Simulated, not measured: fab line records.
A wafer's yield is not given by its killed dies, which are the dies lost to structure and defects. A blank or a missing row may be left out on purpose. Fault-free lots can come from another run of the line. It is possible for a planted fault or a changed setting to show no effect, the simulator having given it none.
Split-lot trial | flow n5Finfet | on a route of 1938 steps: 7 lots, 21 wafers read

## ON THE SPLIT
At N5_BEOL_M2_ILD_DEP_00 (deposits SiOC from DEMS/O2, target thk 79 nm, time 15.3 s), the setting timeS was moved away from the recipe's 15.3 s on 8 of the 21 wafers read, by -7.5% to +10.7%. All remaining wafers had this setting at the recipe value.

Split to reading: the file shows no intervening step.

## THE READING
M2_ILD_THK (nm), taken at N5_BEOL_M2_THK_MEAS_01. Fault-free wafers of this fab line usually give 78.6 nm, standard deviation 1.1 nm.

wafer  | tool, chamber at the split | timeS as run, s | against the recipe | M2_ILD_THK, nm | against lot-mates on the recipe
L074.2 | pecvd-01, 2                | 16.89           | +10.4%             | 86.7           | +7.6
L074.3 | pecvd-01, 1                | 15.3            | recipe             | 79.1           | -
L074.6 | pecvd-01, 2                | 16.89           | +10.4%             | 89.0           | +9.9
L075.1 | pecvd-01, 2,1              | 15.3            | recipe             | 78.6           | -
L075.4 | pecvd-01, 2,1              | 15.3            | recipe             | 78.6           | -
L075.6 | pecvd-01, 2                | 15.3            | recipe             | 80.4           | -
L086.3 | pecvd-03, 1                | 15.3            | recipe             | 77.1           | -
L086.5 | pecvd-03, 1                | 15.3            | recipe             | 78.0           | -
L086.6 | pecvd-03, 0                | 16.94           | +10.7%             | 86.5           | +9.0
L088.2 | pecvd-03, 0                | 14.16           | -7.5%              | 72.2           | -7.0
L088.3 | pecvd-03, 2                | 14.16           | -7.5%              | 70.3           | -8.9
L088.6 | pecvd-03, 0                | 15.3            | recipe             | 79.2           | -
L089.1 | pecvd-02, 1                | 15.3            | recipe             | 78.5           | -
L089.4 | pecvd-02, 0                | 15.3            | recipe             | 79.2           | -
L089.6 | pecvd-02, 0                | 15.3            | recipe             | 78.9           | -
L095.1 | pecvd-03, 2                | 15.3            | recipe             | 76.9           | -
L095.3 | pecvd-03, 1                | 15.3            | recipe             | 77.7           | -
L095.4 | pecvd-03, 1                | 16.59           | +8.4%              | 85.0           | +7.7
L096.1 | pecvd-03, 2                | 16.04           | +4.8%              | 80.9           | +1.9
L096.2 | pecvd-03, 0                | 15.3            | recipe             | 79.0           | -
L096.6 | pecvd-03, 0                | 16.04           | +4.8%              | 83.0           | +4.0
The file does not say which wafer passed through which chamber wherever a row lists several chambers: such a row stands for several wafers.

THE FIT
A straight line over all 21 wafers: M2_ILD_THK changes by +0.861 nm for each +1% of timeS; r = +0.97; the points scatter about the line by 1.1 nm.
The same after taking each lot's own level away (the mean of its wafers on the recipe; 21 wafers): +0.895 nm for each +1%; r = +0.98; scatter 0.91 nm.
According to that fit, moving timeS by its largest amount changes the reading by 9.6 nm.
The lots' own levels span 77.30 to 79.20 nm, that is 1.7 times the standard deviation above.
Hence the lot-to-lot level has little effect on the slope; both slopes agree.
Check: +9.35 nm against its lot-mates is what the line predicts for one of the wafers moved furthest among these (+10.7%) when that wafer is left out of the fit. It came out at +8.95 nm against them.

## OTHER SPLITS APPLIED TO THESE WAFERS
These wafers also went through other splits before the reading. Each is held against what the fit with the lots' levels taken away leaves over:
other split on the same wafers  | wafers away from the commonest value | r with M2_ILD_THK (lot level and that fit taken away)
N5_BEOL_M0_SAQP_COAT_08 spinRpm | 10                                   | +0.03
N5_BEOL_M0_SAQP_ETCH_107 biasW  | 10                                   | +0.20
N5_BEOL_M1_ILD_DEP_00 timeS     | 3                                    | -0.15
N5_BEOL_M1_COAT_05 spinRpm      | 3                                    | -0.04

## THE WHOLE CHAIN: every reading that the file lists as answering this split, in the file's order
step                   | what it does                                              | reading                                                                           | change (the file's fit)               | r (the file's)
N5_BEOL_M2_ILD_DEP_00  | deposits SiOC from DEMS/O2, target thk 79 nm, time 15.3 s | SiOC_of_BEOL_M2_ILD_DEP_00.thkNm (the simulator's own value, which no gauge read) | +0.873 nm for each +1% of the setting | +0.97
N5_BEOL_M2_THK_MEAS_01 |                                                           | M2_ILD_THK                                                                        | +0.873 for each +1% of the setting    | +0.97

## THE FILE'S OWN FIT
M2_ILD_THK changes by +0.873 nm for each +1% of timeS, r = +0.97.
